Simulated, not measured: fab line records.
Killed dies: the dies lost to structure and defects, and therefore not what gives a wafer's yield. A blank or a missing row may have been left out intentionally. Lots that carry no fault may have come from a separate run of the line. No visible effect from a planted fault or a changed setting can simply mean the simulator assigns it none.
Split-lot experiment    flow n5 finfet    21 wafers read from 7 lots, route of 1938 steps

== THE SPLIT ITSELF ==
At N5_MOL_CONTACT_COAG_EXPOSE_81 (exposes mask VG, defocus 0 nm), the setting dose mj was moved away from the recipe's 59.5 on 8 of the 21 wafers read, by +2.6% to +6.0%. All remaining wafers had this setting at the recipe value.

== FROM THE SPLIT TO THE READING: what the file shows between them, 5 steps ==
- N5_MOL_CONTACT_COAG_PEB_82: peb time 60 s
- N5_MOL_CONTACT_COAG_DEVELOP_83: develop time 30 s
- N5_MOL_CONTACT_COAG_CD_MEAS_84: target cd 25.1 nm
- N5_MOL_CONTACT_COAG_PRECLEAN_144: cleans in alkaline clean, time 60 s
- N5_MOL_CONTACT_COAG_SRD_145: time 30 s

== THE READING ==
cd nm (nm) at N5_MOL_CONTACT_COAG_CD_MEAS_137, where the cd target is 16 nm. Typical for fault-free wafers on this fab line: 15.9 nm, with standard deviation 0.31 nm.

wafer   tool, chamber at the split  dose mj as run  against the recipe  cd nm, nm  against lot-mates on the recipe
L078.1  euv scanner-02, 0           59.5            recipe              15.8       -
L078.3  euv scanner-02, 0           59.5            recipe              16.0       -
L078.6  euv scanner-02, 0           59.5            recipe              15.7       -
L083.1  euv scanner-01, 0           59.5            recipe              15.3       -
L083.2  euv scanner-01, 0           59.5            recipe              15.6       -
L083.6  euv scanner-01, 0           59.5            recipe              15.8       -
L088.4  euv scanner-01, 0           62              +4.2%               15.9       no lot-mate on the recipe
L088.5  euv scanner-01, 0           62              +4.2%               16.4       no lot-mate on the recipe
L088.6  euv scanner-01, 0           62              +4.2%               16.5       no lot-mate on the recipe
L089.1  euv scanner-02, 0           63.06           +6.0%               17.1       +1.1
L089.3  euv scanner-02, 0           59.5            recipe              16.1       -
L089.5  euv scanner-02, 0           59.5            recipe              16.0       -
L093.1  euv scanner-01, 0           61.06           +2.6%               16.1       no lot-mate on the recipe
L093.3  euv scanner-01, 0           61.06           +2.6%               16.4       no lot-mate on the recipe
L093.6  euv scanner-01, 0           61.06           +2.6%               16.3       no lot-mate on the recipe
L094.1  euv scanner-01, 0           59.5            recipe              16.4       -
L094.2  euv scanner-01, 0           59.5            recipe              16.3       -
L094.5  euv scanner-01, 0           62.55           +5.1%               17.4       +1.0
L096.1  euv scanner-01, 0           59.5            recipe              16.0       -
L096.2  euv scanner-01, 0           59.5            recipe              15.8       -
L096.5  euv scanner-01, 0           59.5            recipe              15.7       -

THE FIT
A straight line over all 21 wafers: cd nm changes by +0.174 nm for each +1% of dose mj; r = +0.75; the points scatter about the line by 0.33 nm.
The same after taking each lot's own level away (the mean of its wafers on the recipe; 15 wafers): +0.188 nm for each +1%; r = +0.94; scatter 0.14 nm.
Per that fit: largest dose mj move, reading shift of 1.1 nm.
Across the lots, their own levels run from 15.57 to 16.35 nm, a range of 2.5 times the standard deviation given above.
So the lot-to-lot level blurs the effect unless lot-mates are compared.
Check: with one of the wafers moved furthest among these (+6.0%) left out of the fit, the line predicts +1.23 nm for it against its lot-mates. Against them it came out at +1.05 nm.

== THESE WAFERS: OTHER SPLITS ==
Other splits were also applied to these wafers ahead of the reading. Each is held against what the fit with the lots' levels taken away leaves over:
other split on the same wafers         wafers away from the commonest value  r with cd nm (lot level and that fit taken away)
N5_SD_EPI_N_DEVELOP_08 develop time s  6                                     +0.18
N5_HKMG_FIN_PEB_47 peb time s          9                                     -0.09
N5_HKMG_FIN_ETCH_55 bias w             5                                     -0.06
N5_HKMG_FIN_PEB_10 peb time s          7                                     -0.30
N5_HKMG_FIN_DESCUM_17 time s           8                                     +0.12
N5_GATE_CUT_ETCH_37 bias w             5                                     -0.06
N5_MOL_CONTACT_COAG_ALD_27 ald cycles  6                                     -0.04

== THE WHOLE CHAIN: every reading that the file lists as answering this split, in the file's order ==
step                             what it does       reading  change (the file's fit)                r (the file's)
N5_MOL_CONTACT_COAG_CD_MEAS_84   target cd 25.1 nm  cd nm    +0.214 nm for each +1% of the setting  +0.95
N5_MOL_CONTACT_COAG_CD_MEAS_137  target cd 16 nm    cd nm    +0.192 nm for each +1% of the setting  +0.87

== FILE'S OWN FIT ==
cd nm changes by +0.192 nm for each +1% of dose mj, r = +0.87.
